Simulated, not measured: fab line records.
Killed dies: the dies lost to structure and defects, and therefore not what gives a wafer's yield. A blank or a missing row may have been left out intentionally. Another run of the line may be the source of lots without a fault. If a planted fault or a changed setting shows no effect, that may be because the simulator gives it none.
Matching of chambers / flow nandHarc / NHARC_P_CONTACT_CMP_01 on cmp-04 has 4 sister chambers
The step polishes SiO2, target thk 200 nm. 4 wafers are shown with their chamber, then 7 later ones without.

== WAFERS PAIRED WITH THEIR CHAMBERS ==
wafer=L772.1; chamber=2; motorCurrentA (A)=12.6
wafer=L773.6; chamber=3; motorCurrentA (A)=12.1
wafer=L774.1; chamber=0; motorCurrentA (A)=15.0
wafer=L774.5; chamber=1; motorCurrentA (A)=10.1

== WAFERS WITH NO CHAMBER GIVEN ==
wafer=L774.6; motorCurrentA (A)=12.9
wafer=L776.2; motorCurrentA (A)=13.0
wafer=L776.4; motorCurrentA (A)=14.7
wafer=L776.6; motorCurrentA (A)=11.9
wafer=L777.1; motorCurrentA (A)=14.0
wafer=L777.2; motorCurrentA (A)=11.2
wafer=L777.4; motorCurrentA (A)=12.5

== EACH ONE'S CHAMBER ==
wafer=L774.6; from the rows above=can't be placed: 2 or 3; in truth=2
wafer=L776.2; from the rows above=can't be placed: 2 or 3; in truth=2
wafer=L776.4; from the rows above=0; in truth=0
wafer=L776.6; from the rows above=can't be placed: 3 or 2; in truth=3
wafer=L777.1; from the rows above=can't be placed: 0 or 2 or 3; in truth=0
wafer=L777.2; from the rows above=can't be placed: 3 or 1 or 2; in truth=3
wafer=L777.4; from the rows above=can't be placed: 2 or 3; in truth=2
Correctly placed: 1 of 7. From these rows, 6 cannot be placed; in 6 the true chamber is one of the candidates. Placed wrongly: 0.
How it was worked out, from the rows above alone: a wafer's distance from a chamber is the root of the sum, over the readings, of the square of ((its reading less the chamber's mean) divided by the reading's scatter). If the next closest chamber is less than 2 further off than the closest, the wafer can't be placed; otherwise it belongs to the closest. A chamber's mean is the mean of its shown wafers. The scatter: root of mean squared gap, hidden wafer to nearest shown wafer, with one shown wafer a chamber.
